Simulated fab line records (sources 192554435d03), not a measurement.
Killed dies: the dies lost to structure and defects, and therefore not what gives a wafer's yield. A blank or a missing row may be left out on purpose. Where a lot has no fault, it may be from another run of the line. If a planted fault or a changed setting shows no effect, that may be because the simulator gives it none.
A lot that was struck, set against a sound lot ; flow n5 finfet ; 43 steps out of a route of 1938
Sound: the wafers L606.2, L606.3, L606.5. Struck: wafer L609.5 (L609.3, L609.4, from the same lot, were not struck and are left out); the cause is given at the end.
Each step with rows lists, per side, the tool, then ch with its chambers, then its first start. Under that, the readings that differ: sound wafers ; struck wafers ; difference of the means ; sigmas: that difference in standard deviations of wafers without a fault.
alike: same words and numbers on both sides, and readings whose means sit less than 2 such deviations apart. not compared: any withheld reading, any reading some wafer has no value for, any bound like >300 that may hide the same value, and any number with overlapping values for which the record gives no deviation.
The two part at a step that has a row with sigmas, a row that says differs or no value, or rows on one side only. When numbers do not overlap yet have no deviation, they are printed without sigmas and do not part them. A reading missing from all wafers of one side parts the sides only when that side holds two or more wafers.

first, 9 steps without rows for these wafers: N5_STI_FIN_REVEAL_SRD_23 (time 30 s); N5_STI_FIN_REVEAL_PRECLEAN_18 (cleans in SC2, time 45 s); N5_STI_FIN_REVEAL_SRD_28 (time 30 s); N5_DUMMY_GATE_PRECLEAN_00 (cleans in O3/DIW, time 60 s); N5_DUMMY_GATE_SRD_01 (time 30 s); N5_DUMMY_GATE_ALD_02 (deposits SiO2, target thk 2 nm, pulse time 1 s); N5_DUMMY_GATE_CVD_03 (deposits a-Si from SiH4, target thk 150 nm, time 8042 s); N5_DUMMY_GATE_PRECLEAN_46 (cleans in DIW, time 89.5 s); N5_DUMMY_GATE_SRD_47 (dry time 32 s).
N5_DUMMY_GATE_CMP_04: polishes a-Si.
  sound on cmp-01 ch 0,1, day 5 10:44; struck on cmp-01 ch 0, day 6 04:34
  alike: motor current A, time to endpoint s
then, 11 steps without rows for these wafers: N5_DUMMY_GATE_HM_DEP_06 (deposits SiNx from DCS/NH3, target thk 80 nm, time 5141 s); N5_DUMMY_GATE_PECVD_30 (deposits SiO2 from TEOS/O2, target thk 55 nm, time 10.8 s); N5_DUMMY_GATE_COAT_34 (time 60 s, resist thk 60 nm); N5_DUMMY_GATE_COAT_35 (time 60 s, resist thk 10 nm); N5_DUMMY_GATE_COAT_28 (time 60 s, resist thk 10 nm); N5_DUMMY_GATE_COAT_09 (resist thk 30 nm); N5_DUMMY_GATE_EBR_11; N5_DUMMY_GATE_SOFTBAKE_10 (time 60 s); N5_DUMMY_GATE_EXPOSE_12 (exposes mask GATE, target cd 25 nm); N5_DUMMY_GATE_PEB_13 (peb time 60 s); N5_DUMMY_GATE_DEVELOP_14 (develop time 30 s).
N5_DUMMY_GATE_INSPECT_17: inspects for defects (brightfield).
  sound on defect inspect-02 at day 5 15:22; struck on defect inspect-02 at day 6 11:15
reading;sound;struck;difference;sigmas
raw defect count;139 162 150;832;+682;+12
then, 13 steps without rows for these wafers: N5_DUMMY_GATE_DESCUM_20 (chemistry O2, time 6.2 s); N5_DUMMY_GATE_ETCH_29 (etches underlayer in N2/H2, target depth 13 nm); N5_DUMMY_GATE_ETCH_36 (etches SiARC in CF4, target depth 13 nm); N5_DUMMY_GATE_ETCH_37 (etches SOC in N2/H2, target depth 60 nm, overetch 30 nm); N5_DUMMY_GATE_STRIP_38 (strips in N2/H2); N5_DUMMY_GATE_STRIP_39 (strips in N2/H2); N5_DUMMY_GATE_TRIM_49 (chemistry O2, time 29 s, target cd 14 nm); N5_DUMMY_GATE_STRIP_40 (strips in CF4); N5_DUMMY_GATE_ETCH_31 (etches SiO2 in C4F6/O2, target depth 82.5 nm, time 27.5 s); N5_DUMMY_GATE_STRIP_41 (strips in O2); N5_DUMMY_GATE_HM_OPEN_21 (chemistry CH3F/O2, target SiNx, target depth 120 nm, time 171.4 s); N5_DUMMY_GATE_ETCH_32 (etches SiO2 in CF4, target depth 3.5 nm, time 3.9 s); N5_DUMMY_GATE_ETCH_23 (etches poly-Si in HBr/Cl2/O2, target depth 41 nm, time 22.3 s).
N5_DUMMY_GATE_INSPECT_27: inspects for defects (brightfield).
  sound on defect inspect-02 at day 5 16:33; struck on defect inspect-02 at day 6 12:26
reading;sound;struck;difference;sigmas
raw defect count;206 238 229;1017;+793;+9
N5_SPACER0_INSPECT_04: inspects for defects (darkfield).
  sound on defect inspect-02 at day 5 17:10; struck on defect inspect-02 at day 6 13:02
reading;sound;struck;difference;sigmas
raw defect count;81 108 101;709;+612;+16
N5_SD_EPI_N_INSPECT_11: inspects for defects (macro).
  sound on defect inspect-01 at day 5 17:37; struck on defect inspect-02 at day 6 13:22
reading;sound;struck;difference;sigmas
raw defect count;1 2 3;>300;differs;
N5_SD_EPI_N_INSPECT_26: inspects for defects (darkfield).
  sound on defect inspect-02 at day 5 21:40; struck on defect inspect-02 at day 6 17:21
reading;sound;struck;difference;sigmas
raw defect count;134 176 174;782;+621;+15
N5_SD_EPI_P_INSPECT_26: inspects for defects (darkfield).
  sound on defect inspect-02 at day 6 01:52; struck on defect inspect-01 at day 6 21:35
reading;sound;struck;difference;sigmas
raw defect count;134 165 166;726;+571;+15
N5_SD_ACTIVATION_INSPECT_02: inspects for defects (darkfield).
  sound on defect inspect-01 at day 6 02:38; struck on defect inspect-01 at day 6 22:24
reading;sound;struck;difference;sigmas
raw defect count;144 177 181;724;+557;+15
-- here the record skips 5 days between the struck wafers' starts before and after, leaving off in module SD_ACTIVATION and picking up in module BEOL_M4 (first step shown: number 1111 of the route) --
N5_BEOL_M4_RC_MEAS_101:
  sound on prober-02 ch 0, day 10 19:24; struck on prober-01 ch 0, day 11 19:58
  alike: DIBL_N, DIBL_P, IOFF_N, IOFF_P, ION_N, ION_P, SS_N, SS_P, VT_N, VT_P
-- a jump in the record: the struck wafers' starts before and after are 4 days apart (it breaks off in module BEOL_M4 and resumes in module PASSIVATION, where the first step shown is number 1936 of the route) --
N5_PASSIVATION_PROBE_49:
  the record has rows for the struck wafers here (prober-01, day 15 23:51) and none for the sound ones

## WHERE THEY PART
First at N5_DUMMY_GATE_INSPECT_17; last, within this record, at N5_PASSIVATION_PROBE_49.

WHY: whatever the simulator had introduced
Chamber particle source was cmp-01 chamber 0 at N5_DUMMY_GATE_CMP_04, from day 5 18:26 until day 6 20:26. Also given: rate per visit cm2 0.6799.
